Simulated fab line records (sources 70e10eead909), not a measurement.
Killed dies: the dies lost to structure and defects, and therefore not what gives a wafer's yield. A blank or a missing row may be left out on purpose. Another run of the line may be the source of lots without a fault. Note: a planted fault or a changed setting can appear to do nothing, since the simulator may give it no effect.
fab line records ; flow nand-harc ; part 2 of 2: steps 5 to 6 of 6
record lots=23; wafers=69; last-day=34
route steps=1302 shown A_DECK1_JOINT@518 A_ONON_D2@552 A_CHANNEL_HOLE_D2@588 A_CHANNEL_FILL_D2@619
lots that met no fault: from a run of the same line without faults
start-h: hours from the record's first day to the start of the lot's first wafer shown ; wait-h: hours since the lot's step before ; " same as the row above ; L1.1+2: several wafers, shown together as one row ; - either no value or no given start ; * or withheld: withheld ; < > ~ a bound
route shown NAME@n: NAME is a module with steps in the file, n the number in the route of the first one ; usual: mean and standard deviation over wafers with no fault ; same: alike in all rows ; chamber/n: place in a boat ; sites: the reading at each site ; _std_site: standard deviation across them ; _edge_site: mean of outer sites minus mean of inner sites ; radius-mm: for every site, how far away it sits from the centre of the wafer ; mask NAME#n: copy n ; behind: the most recent tool/chamber to have shaped the wafer ; hold: why the lot went on hold/how many hours it stayed there/how the hold came to an end ; device: transistor that didn't switch, given as n, p or np ; end of line: the route-end tests of the same wafers ; a step given without rows: its recipe and nothing more ; killed: at the first sort, the dies lost to defects and structure; wafer yield is something else ; map: shows each die of a wafer: x if killed, . if not, _ if none is there
set.NAME: the setting that was run; set.NAME@STEP: the one run at that earlier step ; model.NAME: the simulator's own value behind a step, which no gauge read
route steps across a sampled set of lots; one table per step, one row per wafer
services: from which hour (start-h, from the record's first day; less than 0 if before it) a tool's chamber was out of use, for how many hours, and why
## steps
# step NHARC_A_CHANNEL_HOLE_D2_ETCH_27
# recipe bias-v=400; source-w=2000; pressure-mtorr=25; time-s=90; ar-flow-sccm=375; c4f8-flow-sccm=41.7; o2-flow-sccm=83.3; temp-c=-20; target-depth-a=4000; chemistry=C4F8/O2/Ar
# usual drypump-motor-current-A=6.1/0.5; showerhead-plenum-p-Torr=3.70/0.18; throttle-valve-pct=27.621/0.0099
lot.wafer;tool;chamber;start-h;wait-h;drypump-motor-current-A;rf-hours-counter-h;showerhead-plenum-p-Torr;throttle-valve-pct
L074.1;har-etch-01;1;303.93;0.2;6.6;156;3.74;27.626
L074.4;har-etch-01;0;303.93;0.2;6.4;-;3.59;27.629
L074.6;har-etch-01;1;303.93;0.2;6.6;-;3.74;27.624
L075.3;har-etch-02;1;304.32;0.2;6.1;-;3.54;27.614
L075.6;har-etch-02;1;304.32;0.2;6.1;-;3.54;27.628
L075.5;har-etch-02;0;304.32;0.2;5.3;-;3.56;27.615
L076.3;har-etch-02;0;323.31;0.2;5.3;-;3.56;27.622
L076.6;har-etch-02;0;323.31;0.2;5.3;-;3.56;27.635
L076.5;har-etch-02;1;323.31;0.2;6.1;-;3.54;27.630
L078.4;har-etch-02;0;338.14;0.2;5.3;-;3.55;27.627
L078.6;har-etch-02;0;338.14;0.2;5.3;-;3.55;27.616
L078.5;har-etch-02;1;338.14;0.2;6.1;-;3.53;27.622
L077.2;har-etch-01;0;340.85;0.2;6.5;179;3.57;27.623
L077.3;har-etch-01;1;340.85;0.2;6.6;-;3.72;27.607
L077.5;har-etch-01;1;340.85;0.2;6.6;-;3.72;27.616
L080.1;har-etch-02;1;358.84;0.2;6.1;386;3.53;27.605
L080.3;har-etch-02;0;358.84;0.2;5.3;-;3.55;27.606
L080.5;har-etch-02;1;358.84;0.2;6.1;-;3.53;27.615
L079.1;har-etch-01;0;361.99;0.2;6.4;191;3.57;27.632
L079.2;har-etch-01;1;361.99;0.2;6.6;191;3.72;27.623
L079.4;har-etch-01;1;361.99;0.2;6.6;-;3.72;27.621
L081.1;har-etch-02;1;367.67;0.2;6.1;394;3.52;27.623
L081.2;har-etch-02;0;367.67;0.2;5.3;409;3.54;27.625
L081.3;har-etch-02;0;367.67;0.2;5.3;-;3.54;27.625
L082.1;har-etch-01;1;381.89;0.2;6.6;202;3.71;27.638
L082.3;har-etch-01;0;381.89;0.2;6.4;-;3.56;27.637
L082.5;har-etch-01;1;381.89;0.2;6.6;-;3.71;27.608
L083.2;har-etch-02;1;402.17;0.2;6.1;8;3.98;27.614
L083.6;har-etch-02;0;402.17;0.2;5.2;-;3.98;27.610
L083.5;har-etch-02;1;402.17;0.2;6.1;-;3.98;27.620
L086.2;har-etch-01;1;402.71;0.2;6.6;217;3.70;27.625
L086.5;har-etch-01;1;402.71;0.2;6.6;-;3.70;27.608
L086.6;har-etch-01;0;402.71;0.2;6.4;-;3.55;27.613
L084.4;har-etch-02;1;406.39;0.2;6.1;-;3.97;27.611
L084.3;har-etch-02;0;406.39;0.2;5.3;-;3.97;27.616
L084.5;har-etch-02;0;406.39;0.2;5.3;-;3.97;27.632
L085.4;har-etch-02;1;410.57;0.2;6.1;-;3.97;27.616
L085.3;har-etch-02;0;410.57;0.2;5.3;-;3.97;27.639
L085.5;har-etch-02;0;410.57;0.2;5.3;-;3.97;27.625
L087.2;har-etch-01;0;422.63;0.2;6.5;232;3.54;27.631
L087.1;har-etch-01;1;422.63;0.2;6.6;232;3.69;27.620
L087.4;har-etch-01;1;422.63;0.2;6.6;-;3.69;27.630
L088.4;har-etch-01;1;440.95;0.2;6.6;-;3.69;27.617
L088.3;har-etch-01;0;440.95;0.2;6.4;-;3.54;27.628
L088.6;har-etch-01;0;440.95;0.2;6.5;-;3.54;27.621
L089.2;har-etch-02;0;444.75;0.2;5.3;34;3.96;27.627
L089.3;har-etch-02;1;444.75;0.2;6.1;-;3.96;27.623
L089.6;har-etch-02;0;444.75;0.2;5.3;-;3.96;27.590
L090.1;har-etch-01;0;455.80;0.2;6.4;248;3.54;27.635
L090.2;har-etch-01;1;455.80;0.2;6.6;248;3.69;27.631
L090.3;har-etch-01;0;455.80;0.2;6.4;-;3.53;27.623
L091.1;har-etch-01;0;469.33;0.2;6.4;256;3.53;27.634
L091.2;har-etch-01;1;469.33;0.2;6.6;256;3.68;27.615
L091.3;har-etch-01;0;469.33;0.2;6.4;-;3.53;27.631
L092.1;har-etch-02;1;469.67;0.2;6.1;49;3.95;27.629
L092.2;har-etch-02;0;469.67;0.2;5.3;49;3.95;27.605
L092.5;har-etch-02;0;469.67;0.2;5.3;-;3.95;27.626
L093.2;har-etch-01;1;487.08;0.2;6.6;267;3.68;27.621
L093.1;har-etch-01;0;487.08;0.2;6.4;267;3.52;27.612
L093.5;har-etch-01;0;487.08;0.2;6.4;-;3.53;27.602
L095.1;har-etch-01;1;508.14;0.2;6.6;275;3.67;27.612
L095.2;har-etch-01;0;508.14;0.2;6.4;275;3.52;27.631
L095.3;har-etch-01;1;508.14;0.2;6.6;-;3.67;27.607
L096.1;har-etch-01;0;516.54;0.2;6.4;283;3.52;27.634
L096.3;har-etch-01;1;516.54;0.2;6.6;-;3.67;27.613
L096.4;har-etch-01;0;516.54;0.2;6.4;-;3.52;27.592
L097.2;har-etch-02;1;529.35;0.2;6.1;80;3.93;27.622
L097.6;har-etch-02;1;529.35;0.2;6.1;-;3.93;27.609
L097.5;har-etch-02;0;529.35;0.2;5.3;-;3.93;27.607
# step NHARC_A_CHANNEL_FILL_D2_ETCHBACK_19
# recipe target-depth-a=50; time-s=1.7; hbr-flow-sccm=150; cl2-flow-sccm=50; rf-w=400; icp-w=400; bias-w=100; chemistry=HBr/Cl2
# usual drypump-motor-current-A=5.8/0.4; oes-product-au=1.005/0.014; throttle-valve-pct=26.406/0.0082
lot.wafer;tool;chamber;start-h;wait-h;drypump-motor-current-A;oes-product-au;rf-hours-counter-h;throttle-valve-pct
L074.1;rie-si-05;1;328.31;0.4;6.1;1.012;0.1;26.394
L074.6;rie-si-05;2;328.31;0.4;6.1;1.020;-;26.397
L074.4;rie-si-05;1;328.31;0.4;6.1;1.002;-;26.396
L075.3;rie-si-01;0;328.35;0.4;5.6;1.012;0.9;26.397
L075.5;rie-si-01;0;328.35;0.4;5.6;1.009;-;26.396
L075.6;rie-si-01;1;328.35;0.4;5.9;0.998;-;26.422
L076.3;rie-si-05;1;349.24;0.4;6.1;1.022;0.3;26.408
L076.5;rie-si-05;0;349.24;0.4;5.4;1.014;-;26.411
L076.6;rie-si-05;1;349.24;0.4;6.1;1.012;-;26.412
L077.3;rie-si-05;1;368.08;0.4;6.1;1.017;0.3;26.413
L077.2;rie-si-05;0;368.08;0.4;5.4;1.026;0.3;26.412
L077.5;rie-si-05;2;368.08;0.4;6.2;1.032;-;26.407
L078.4;rie-si-01;1;368.11;0.4;5.9;1.003;1.1;26.427
L078.5;rie-si-01;1;368.11;0.4;5.9;0.996;-;26.409
L078.6;rie-si-01;2;368.11;0.4;5.3;1.002;-;26.407
L079.1;rie-si-04;1;388.43;0.4;6.2;1.005;0.2;26.408
L079.4;rie-si-04;2;388.43;0.4;6.2;1.023;0.2;26.411
L079.2;rie-si-04;3;388.43;0.4;4.9;1.020;0.3;26.389
L080.1;rie-si-01;0;388.44;0.4;5.6;0.994;0.0;26.405
L080.3;rie-si-01;1;388.44;0.4;5.9;0.963;0.0;26.410
L080.5;rie-si-01;3;388.44;0.4;6.3;0.993;-;26.419
L081.3;rie-si-01;1;396.45;0.4;5.9;0.972;0.1;26.415
L081.1;rie-si-01;3;396.45;0.4;6.3;1.006;0.1;26.406
L081.2;rie-si-01;0;396.45;0.4;5.6;1.003;0.1;26.404
L082.1;rie-si-01;3;407.34;0.4;6.3;1.011;0.2;26.412
L082.3;rie-si-01;1;407.34;0.4;5.9;0.969;0.1;26.399
L082.5;rie-si-01;3;407.34;0.4;6.3;1.012;-;26.424
L086.2;rie-si-05;1;428.16;0.4;6.1;0.999;0.7;26.412
L086.6;rie-si-05;0;428.16;0.4;5.4;1.010;-;26.404
L086.5;rie-si-05;1;428.16;0.4;6.1;1.003;-;26.400
L083.2;rie-si-01;1;428.19;0.4;5.9;0.984;0.2;26.415
L083.5;rie-si-01;2;428.19;0.4;5.2;1.011;-;26.393
L083.6;rie-si-01;3;428.19;0.4;6.3;1.004;-;26.398
L084.4;rie-si-01;0;431.76;0.4;5.6;1.001;0.2;26.408
L084.3;rie-si-01;1;431.76;0.4;5.9;0.973;0.2;26.401
L084.5;rie-si-01;3;431.76;0.4;6.3;1.012;-;26.410
L085.3;rie-si-04;3;436.15;0.4;4.8;1.008;0.7;26.407
L085.4;rie-si-04;0;436.15;0.4;5.5;0.980;0.7;26.411
L085.5;rie-si-04;1;436.15;0.4;6.2;0.988;-;26.405
L087.4;rie-si-01;2;451.97;0.4;5.3;1.023;0.3;26.409
L087.2;rie-si-01;3;451.97;0.4;6.3;1.019;0.4;26.388
L087.1;rie-si-01;0;451.97;0.4;5.6;1.016;0.3;26.415
L088.3;rie-si-01;3;467.56;0.4;6.3;1.010;0.5;26.408
L088.4;rie-si-01;2;467.56;0.4;5.3;1.008;0.4;26.409
L088.6;rie-si-01;3;467.56;0.4;6.3;1.003;-;26.408
L089.3;rie-si-01;3;471.16;0.4;6.3;1.013;0.5;26.411
L089.2;rie-si-01;2;471.16;0.4;5.2;1.011;0.4;26.399
L089.6;rie-si-01;0;471.16;0.4;5.6;1.013;-;26.408
L090.1;rie-si-05;3;481.29;0.4;5.7;1.002;1.1;26.402
L090.3;rie-si-05;0;481.29;0.4;5.4;1.011;1.0;26.404
L090.2;rie-si-05;2;481.29;0.4;6.2;1.018;1.1;26.385
L091.2;rie-si-05;0;495.81;0.4;5.4;1.026;0.0;26.390
L091.1;rie-si-05;2;495.81;0.4;6.2;0.995;0.1;26.400
L091.3;rie-si-05;3;495.81;0.4;5.7;0.988;0.1;26.404
L092.1;rie-si-04;0;495.81;0.4;5.5;0.993;1.0;26.401
L092.2;rie-si-04;1;495.81;0.4;6.2;0.996;0.8;26.409
L092.5;rie-si-04;0;495.81;0.4;5.5;0.986;-;26.407
L093.2;rie-si-05;0;515.60;0.4;5.4;1.020;0.2;26.413
L093.1;rie-si-05;2;515.60;0.4;6.2;1.007;0.2;26.395
L093.5;rie-si-05;0;515.60;0.4;5.4;1.036;-;26.408
L095.1;rie-si-05;0;535.81;0.4;5.4;1.012;0.3;26.410
L095.2;rie-si-05;1;535.81;0.4;6.0;1.016;0.3;26.403
L095.3;rie-si-05;3;535.81;0.4;5.7;1.001;0.3;26.399
L096.4;rie-si-04;2;542.35;0.4;6.1;1.012;0.0;26.413
L096.1;rie-si-04;3;542.35;0.4;4.9;1.011;0.0;26.393
L096.3;rie-si-04;0;542.35;0.4;5.6;0.990;0.0;26.401
L097.2;rie-si-05;2;555.94;0.4;6.2;0.999;0.4;26.408
L097.6;rie-si-05;2;555.94;0.4;6.2;1.003;-;26.414
L097.5;rie-si-05;3;555.94;0.4;5.7;0.999;-;26.400
## services
tool;chamber;start-h;hours;kind
rie-diel-05;-;229.60;9.0;pm
rie-diel-09;3;239.71;6.7;repair
rie-diel-05;1;242.36;7.3;repair
rie-diel-09;0;246.91;4.1;repair
rie-diel-05;-;250.50;0.3;repair
rie-si-01;2;252.30;9.9;repair
rie-diel-08;2;271.40;3.6;repair
rie-diel-09;2;296.37;13.2;repair
rie-si-01;2;304.62;28.5;repair
rie-diel-09;-;320.10;9.0;pm
rie-diel-08;1;363.79;6.3;repair
rie-diel-08;-;367.80;9.0;pm
rie-si-01;-;370.00;9.0;pm
har-etch-02;-;377.00;17.0;pm
rie-diel-09;3;388.06;11.3;repair
rie-diel-05;0;391.57;5.2;repair
rie-si-01;-;401.23;0.4;repair
rie-diel-05;-;406.60;9.0;pm
rie-diel-05;2;428.86;11.6;repair
rie-si-01;-;490.48;1.4;repair
rie-diel-09;-;497.10;9.0;pm
rie-si-01;2;540.73;54.2;repair
rie-diel-08;-;544.80;9.0;pm
rie-si-01;-;547.00;9.0;pm
